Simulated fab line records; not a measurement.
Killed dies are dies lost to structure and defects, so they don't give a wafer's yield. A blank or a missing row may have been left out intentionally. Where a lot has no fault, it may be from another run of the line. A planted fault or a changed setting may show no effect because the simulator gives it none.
The tool behind it: which one?    flow nandHarc    24 lots, 72 wafers sampled, at 6 steps of a route of 1159

WHAT EACH GAUGE READ, for each wafer
Not one reading of a measure or inspect step in the record can be checked against a usual standard deviation.

WHAT TOOL EACH LOT RAN ON (gives the tool, then ch and the chambers of the sampled wafers, and finally the start)
lot   NHARC_A_CHANNEL_HOLE_D1_ETCH_23  NHARC_A_CHANNEL_FILL_D1_ALD_15                NHARC_A_CHANNEL_FILL_D1_ALD_16   NHARC_A_CHANNEL_FILL_D1_STRIP_28   NHARC_A_STAIRCASE_TRIM_26      NHARC_A_STAIRCASE_ETCH_194
L074  harEtch-01 ch 0,1, day 8 05:58   aldSinBatch-02 ch 0, day 8 22:41 or earlier   aldHk-03 ch 0,1, day 8 22:41     rieDiel-05 ch 0,2,3, day 9 10:38   rieDiel-06 ch 0,1,2, no start  rieDiel-06 ch 0,1,2, no start
L075  harEtch-01 ch 0,1, day 8 22:53   aldSinBatch-02 ch 0, day 9 15:37 or earlier   aldHk-03 ch 0,1,2, day 9 15:37   rieDiel-05 ch 0,3, day 10 03:32    rieDiel-08 ch 1,2,3, no start  rieDiel-08 ch 1,2,3, no start
L078  harEtch-02 ch 0,1, day 9 04:43   aldSinBatch-01 ch 0, day 9 21:13 or earlier   aldHk-04 ch 0,2, day 9 21:13     rieDiel-03 ch 1,2,3, day 10 10:03  rieDiel-06 ch 0,1,2, no start  rieDiel-12 ch 0,3, no start
L076  harEtch-01 ch 1, day 9 05:03     aldSinBatch-01 ch 0, day 9 19:08              aldHk-01 ch 0,3, day 9 21:13     rieDiel-05 ch 0,1,2, day 10 10:06  rieDiel-06 ch 0,1, no start    rieDiel-08 ch 0,2, no start
L077  harEtch-02 ch 0,1, day 9 08:38   aldSinBatch-03 ch 0, day 9 23:28              aldHk-03 ch 0,1,2, day 10 01:33  rieDiel-04 ch 0,2,3, day 10 13:17  rieDiel-08 ch 0,1,3, no start  rieDiel-06 ch 0,2,3, no start
L080  harEtch-01 ch 0,1, day 9 23:38   aldSinBatch-02 ch 0, day 10 16:14 or earlier  aldHk-04 ch 0,1,3, day 10 16:14  rieDiel-04 ch 0,1, day 11 04:17    rieDiel-12 ch 0,2, no start    rieDiel-08 ch 0,3, no start
L081  harEtch-02 ch 0,1, day 10 00:37  aldSinBatch-02 ch 0, day 10 16:05 or earlier  aldHk-04 ch 0,1,2, day 10 16:05  rieDiel-05 ch 0,1, day 11 04:17    rieDiel-08 ch 0,1, no start    rieDiel-08 ch 0,2,3, no start
L079  harEtch-01 ch 0,1, day 10 03:40  aldSinBatch-03 ch 0, day 10 20:50 or earlier  aldHk-04 ch 1,2,3, day 10 20:50  rieDiel-04 ch 0,1,3, day 11 08:53  rieDiel-06 ch 0,2,3, no start  rieDiel-08 ch 1,2, no start
L083  harEtch-01 ch 0,1, day 10 17:59  aldSinBatch-02 ch 0, day 11 13:08 or earlier  aldHk-01 ch 1,2, day 11 13:08    rieDiel-04 ch 2,3, day 12 01:24    rieDiel-08 ch 0,2, no start    rieDiel-12 ch 1,2, no start
L082  harEtch-02 ch 0,1, day 10 18:04  aldSinBatch-02 ch 0, day 11 13:09 or earlier  aldHk-03 ch 0,2, day 11 13:09    rieDiel-05 ch 0,2,3, day 12 01:24  rieDiel-06 ch 2,3, no start    rieDiel-08 ch 1,2,3, no start
L084  harEtch-02 ch 0,1, day 11 03:20  aldSinBatch-01 ch 0, day 11 21:08 or earlier  aldHk-01 ch 1,2,3, day 11 21:08  rieDiel-04 ch 0,1,2, day 12 10:20  rieDiel-12 ch 0,1,2, no start  rieDiel-06 ch 0,3, no start
L086  harEtch-01 ch 1, day 11 12:58    aldSinBatch-03 ch 0, day 12 05:38 or earlier  aldHk-04 ch 1,2,3, day 12 05:38  rieDiel-03 ch 1,2, day 12 17:41    rieDiel-12 ch 0,1,3, no start  rieDiel-06 ch 1,2, no start
L085  harEtch-02 ch 0,1, day 11 13:19  aldSinBatch-03 ch 0, day 12 05:38 or earlier  aldHk-01 ch 0,1, day 12 05:38    rieDiel-04 ch 0,1,3, day 12 17:41  rieDiel-06 ch 0,3, no start    rieDiel-08 ch 0,2,3, no start
L088  harEtch-01 ch 0, day 12 03:50    aldSinBatch-01 ch 0, day 12 22:08 or earlier  aldHk-01 ch 0,2,3, day 12 22:08  rieDiel-05 ch 0,1,2, day 13 10:10  rieDiel-06 ch 0,1,3, no start  rieDiel-12 ch 1,2,3, no start
L087  harEtch-02 ch 0,1, day 12 03:51  aldSinBatch-01 ch 0, day 12 22:04 or earlier  aldHk-04 ch 2,3, day 12 22:04    rieDiel-04 ch 0,3, day 13 10:08    rieDiel-12 ch 2,3, no start    rieDiel-08 ch 2,3, no start
L089  harEtch-01 ch 0,1, day 12 12:23  aldSinBatch-01 ch 0, day 13 05:18 or earlier  aldHk-01 ch 0,1,2, day 13 05:18  rieDiel-05 ch 0,1,2, day 13 17:52  rieDiel-06 ch 0,1,3, no start  rieDiel-06 ch 0,1,2, no start
L090  harEtch-02 ch 0,1, day 12 12:44  aldSinBatch-01 ch 0, day 13 05:21 or earlier  aldHk-03 ch 0,1,3, day 13 05:21  rieDiel-04 ch 0,2, day 13 17:51    rieDiel-12 ch 1,3, no start    rieDiel-08 ch 1,3, no start
L091  harEtch-02 ch 0,1, day 12 19:38  aldSinBatch-01 ch 0, day 13 12:56 or earlier  aldHk-01 ch 0,2,3, day 13 12:56  rieDiel-04 ch 1,3, day 14 00:35    rieDiel-06 ch 0,2, no start    rieDiel-12 ch 0,3, no start
L092  harEtch-01 ch 0,1, day 12 20:53  aldSinBatch-01 ch 0, day 13 12:47 or earlier  aldHk-01 ch 1,2,3, day 13 12:47  rieDiel-05 ch 0,2,3, day 14 00:35  rieDiel-08 ch 0,1,3, no start  rieDiel-08 ch 0,1,2, no start
L093  harEtch-02 ch 0,1, day 12 23:47  aldSinBatch-01 ch 0, day 13 16:42 or earlier  aldHk-04 ch 0,1,3, day 13 16:42  rieDiel-05 ch 0,1,2, day 14 07:52  rieDiel-06 ch 0,1,3, no start  rieDiel-06 ch 1,2, no start
L094  harEtch-01 ch 0,1, day 13 09:15  aldSinBatch-01 ch 0, day 14 01:52 or earlier  aldHk-04 ch 0,1,3, day 14 01:52  rieDiel-05 ch 0,1,3, day 14 14:20  rieDiel-12 ch 0,1,3, no start  rieDiel-12 ch 1,2,3, no start
L095  harEtch-02 ch 1, day 13 09:29    aldSinBatch-01 ch 0, day 14 01:47 or earlier  aldHk-03 ch 0,1,3, day 14 01:47  rieDiel-04 ch 0,2, day 14 14:20    rieDiel-06 ch 1,3, no start    rieDiel-08 ch 0,1,3, no start
L096  harEtch-01 ch 1, day 13 15:57    aldSinBatch-01 ch 0, day 14 08:37 or earlier  aldHk-03 ch 0,2,3, day 14 08:37  rieDiel-05 ch 2,3, day 14 20:32    rieDiel-12 ch 0,1,3, no start  rieDiel-08 ch 0,2,3, no start
L097  harEtch-02 ch 0,1, day 13 18:52  aldSinBatch-02 ch 0, day 14 11:32 or earlier  aldHk-01 ch 0,1,3, day 14 11:32  rieDiel-05 ch 0,2,3, day 14 23:36  rieDiel-06 ch 0,2,3, no start  rieDiel-12 ch 0,2,3, no start
- NHARC_A_CHANNEL_HOLE_D1_ETCH_23: etches the open film in C4F8/O2/Ar, time 819 s, target depth 1600 nm.
- NHARC_A_CHANNEL_FILL_D1_ALD_15: deposits SiNx, target thk 2 nm, pulse time 60 s, ald cycles 19.
- NHARC_A_CHANNEL_FILL_D1_ALD_16: deposits SiO2, target thk 1.5 nm, pulse time 10 s, ald cycles 15.
- NHARC_A_CHANNEL_FILL_D1_STRIP_28: strips in O2, time 20 s.
- NHARC_A_STAIRCASE_TRIM_26: chemistry O2, time 211.2 s.
- NHARC_A_STAIRCASE_ETCH_194: etches the open film in C4F8/O2, target depth 100 nm, time 40.5 s.

AS READ BY THE TOOLS THEMSELVES (means over the sampled wafers that have a number; for cases with no such wafer, the mark the record gives instead)
NHARC_A_CHANNEL_HOLE_D1_ETCH_23.
lot   tool        c4f8FlowSccm (sccm)  drypumpMotorCurrentA (A)  showerheadPlenumPTorr (Torr)  throttleValvePct (%)
L074  harEtch-01  89.42                5.3                       3.76                          32.152
L075  harEtch-01  89.45                5.6                       3.79                          32.148
L078  harEtch-02  89.25                6.1                       3.59                          32.154
L076  harEtch-01  89.27                5.1                       3.71                          32.153
L077  harEtch-02  89.24                6.0                       3.62                          32.153
L080  harEtch-01  89.13                5.3                       3.75                          32.153
L081  harEtch-02  89.11                6.1                       3.58                          32.159
L079  harEtch-01  89.59                5.6                       3.78                          32.147
L083  harEtch-01  88.99                5.3                       3.74                          32.154
L082  harEtch-02  88.94                6.0                       3.62                          32.141
L084  harEtch-02  89.31                6.0                       3.61                          32.150
L086  harEtch-01  89.42                5.1                       3.70                          32.156
L085  harEtch-02  89.40                6.1                       3.57                          32.168
L088  harEtch-01  89.19                5.8                       3.81                          32.160
L087  harEtch-02  89.11                6.0                       3.61                          32.152
L089  harEtch-01  88.97                5.3                       3.73                          32.154
L090  harEtch-02  89.49                6.1                       3.57                          32.160
L091  harEtch-02  89.22                6.1                       3.56                          32.159
L092  harEtch-01  89.43                5.6                       3.76                          32.157
L093  harEtch-02  89.06                6.0                       3.56                          32.161
L094  harEtch-01  89.17                5.3                       3.73                          32.154
L095  harEtch-02  89.23                6.0                       3.63                          32.154
L096  harEtch-01  89.34                5.1                       3.69                          32.165
L097  harEtch-02  89.11                6.0                       3.60                          32.161

NHARC_A_CHANNEL_FILL_D1_ALD_15.
lot   tool            chamberPressureTorr (Torr)  precursorPulseHeightRel
L074  aldSinBatch-02  1.997                       1.006
L075  aldSinBatch-02  1.999                       0.988
L078  aldSinBatch-01  2.001                       0.998
L076  aldSinBatch-01  2.001                       0.983
L077  aldSinBatch-03  2.000                       0.985
L080  aldSinBatch-02  1.995                       0.998
L081  aldSinBatch-02  1.991                       0.992
L079  aldSinBatch-03  1.999                       0.993
L083  aldSinBatch-02  2.000                       0.999
L082  aldSinBatch-02  2.004                       0.992
L084  aldSinBatch-01  2.000                       1.014
L086  aldSinBatch-03  2.003                       0.992
L085  aldSinBatch-03  2.003                       0.993
L088  aldSinBatch-01  2.004                       0.997
L087  aldSinBatch-01  2.004                       0.982
L089  aldSinBatch-01  1.992                       1.016
L090  aldSinBatch-01  1.993                       0.982
L091  aldSinBatch-01  1.995                       1.004
L092  aldSinBatch-01  1.998                       0.991
L093  aldSinBatch-01  1.998                       1.009
L094  aldSinBatch-01  1.995                       0.986
L095  aldSinBatch-01  1.999                       1.025
L096  aldSinBatch-01  1.993                       1.019
L097  aldSinBatch-02  1.996                       1.012

NHARC_A_CHANNEL_FILL_D1_ALD_16.
lot   tool      heaterPowerW (W)  precursorPulseHeightRel
L074  aldHk-03  460               1.012
L075  aldHk-03  459               1.007
L078  aldHk-04  479               1.006
L076  aldHk-01  508               1.003
L077  aldHk-03  463               0.989
L080  aldHk-04  477               1.003
L081  aldHk-04  462               1.004
L079  aldHk-04  475               0.993
L083  aldHk-01  456               0.999
L082  aldHk-03  476               0.975
L084  aldHk-01  472               0.988
L086  aldHk-04  466               0.993
L085  aldHk-01  504               0.993
L088  aldHk-01  471               1.004
L087  aldHk-04  475               1.001
L089  aldHk-01  483               1.009
L090  aldHk-03  438               0.999
L091  aldHk-01  472               0.989
L092  aldHk-01  467               1.001
L093  aldHk-04  464               1.008
L094  aldHk-04  468               0.995
L095  aldHk-03  444               0.995
L096  aldHk-03  460               0.994
L097  aldHk-01  487               1.013

NHARC_A_CHANNEL_FILL_D1_STRIP_28.
lot   tool        drypumpMotorCurrentA (A)  oesProductAu (a.u.)  rfVppV (V)  showerheadPlenumPTorr (Torr)  throttleValvePct (%)
L074  rieDiel-05  5.8                       1.004                57.8        3.54                          17.038
L075  rieDiel-05  6.1                       1.000                58.3        3.69                          17.032
L078  rieDiel-03  6.2                       1.003                57.5        3.51                          17.033
L076  rieDiel-05  6.1                       1.007                57.3        3.49                          17.036
L077  rieDiel-04  6.1                       1.001                58.5        3.52                          17.043
L080  rieDiel-04  5.9                       1.001                57.5        3.45                          17.032
L081  rieDiel-05  6.4                       1.003                57.7        3.64                          17.042
L079  rieDiel-04  5.9                       0.993                58.0        3.52                          17.028
L083  rieDiel-04  6.1                       1.005                57.7        3.58                          17.043
L082  rieDiel-05  5.8                       1.001                57.6        3.54                          17.035
L084  rieDiel-04  6.0                       1.003                57.3        3.44                          17.042
L086  rieDiel-03  6.0                       1.007                58.0        3.44                          17.037
L085  rieDiel-04  5.9                       1.001                58.6        3.52                          17.033
L088  rieDiel-05  6.1                       1.005                57.5        3.49                          17.033
L087  rieDiel-04  6.1                       0.995                57.1        3.45                          17.042
L089  rieDiel-05  6.1                       0.998                57.5        3.49                          17.041
L090  rieDiel-04  6.2                       1.000                56.7        3.37                          17.037
L091  rieDiel-04  5.8                       1.005                58.2        3.67                          17.035
L092  rieDiel-05  5.8                       1.006                58.2        3.54                          17.033
L093  rieDiel-05  6.1                       1.007                57.4        3.49                          17.028
L094  rieDiel-05  6.0                       0.997                57.9        3.56                          17.040
L095  rieDiel-04  6.2                       0.997                57.5        3.37                          17.052
L096  rieDiel-05  5.6                       1.002                57.5        3.39                          17.037
L097  rieDiel-05  5.8                       1.009                57.9        3.54                          17.037

NHARC_A_STAIRCASE_TRIM_26.
lot   tool        drypumpMotorCurrentA (A)  oesProductAu (a.u.)  rfVppV (V)  showerheadPlenumPTorr (Torr)  throttleValvePct (%)
L074  rieDiel-06  5.9                       1.003                57.6        3.54                          17.041
L075  rieDiel-08  5.5                       1.009                57.4        3.40                          17.029
L078  rieDiel-06  5.9                       0.995                58.0        3.53                          17.033
L076  rieDiel-06  5.9                       1.001                58.2        3.49                          17.029
L077  rieDiel-08  5.6                       1.005                58.0        3.51                          17.036
L080  rieDiel-12  5.5                       1.000                57.0        3.49                          17.044
L081  rieDiel-08  5.9                       1.008                57.2        3.61                          17.045
L079  rieDiel-06  5.7                       1.002                57.8        3.68                          17.032
L083  rieDiel-08  5.9                       1.013                58.3        3.54                          17.038
L082  rieDiel-06  5.7                       0.991                58.3        3.72                          17.037
L084  rieDiel-12  5.8                       0.992                58.0        3.52                          17.036
L086  rieDiel-12  5.9                       1.000                58.2        3.56                          17.035
L085  rieDiel-06  5.6                       1.002                58.9        3.70                          17.041
L088  rieDiel-06  5.8                       0.999                58.4        3.54                          17.041
L087  rieDiel-12  5.4                       1.002                57.8        3.42                          17.032
L089  rieDiel-06  5.8                       0.998                57.8        3.54                          17.031
L090  rieDiel-12  5.8                       1.005                58.0        3.50                          17.041
L091  rieDiel-06  5.7                       1.001                57.9        3.60                          17.030
L092  rieDiel-08  5.6                       1.000                58.5        3.50                          17.034
L093  rieDiel-06  5.9                       0.999                57.4        3.54                          17.027
L094  rieDiel-12  5.9                       1.008                58.4        3.56                          17.042
L095  rieDiel-06  5.8                       0.999                58.2        3.60                          17.034
L096  rieDiel-12  5.9                       1.003                58.2        3.55                          17.031
L097  rieDiel-06  5.6                       0.999                58.1        3.66                          17.030

NHARC_A_STAIRCASE_ETCH_194.
lot   tool        oesProductAu (a.u.)  rfVppV (V)
L074  rieDiel-06  0.941                897
L075  rieDiel-08  0.944                891
L078  rieDiel-12  0.953                898
L076  rieDiel-08  0.951                892
L077  rieDiel-06  0.951                902
L080  rieDiel-08  0.954                894
L081  rieDiel-08  0.941                892
L079  rieDiel-08  0.953                890
L083  rieDiel-12  0.944                891
L082  rieDiel-08  0.949                891
L084  rieDiel-06  0.942                900
L086  rieDiel-06  0.945                893
L085  rieDiel-08  0.949                892
L088  rieDiel-12  0.935                893
L087  rieDiel-08  0.941                889
L089  rieDiel-06  0.943                896
L090  rieDiel-08  0.943                892
L091  rieDiel-12  0.932                900
L092  rieDiel-08  0.938                893
L093  rieDiel-06  0.926                892
L094  rieDiel-12  0.939                892
L095  rieDiel-08  0.940                895
L096  rieDiel-08  0.950                892
L097  rieDiel-12  0.944                896

THE ANSWER, worked out from the rows above alone
Rule: usual is defined by the lots themselves. Put in order of their means at a reading, lots are off if they are a third of the lots or fewer, leave a main group of 4 or more, and stand apart from it by a gap of 3 or more times the standard deviation of the main group's means; of several such gaps the widest counts. Not used: any main group whose means are identical at the precision the tables above print for the reading. Also off: a lot with no number at a reading for which 4 or more lots have one. All remaining lots with rows at the step are treated as sound. After the gauges, taken in route order, come the tools' own readings; for these a lot's mean is taken, as printed above. At the first step where some lot is off, the reading lying furthest off is the one used; lots without a number count as furthest.
No lot is off on any of the readings shown, so nothing can be concluded from this.

WHAT HAD BEEN PUT IN BY THE SIMULATOR
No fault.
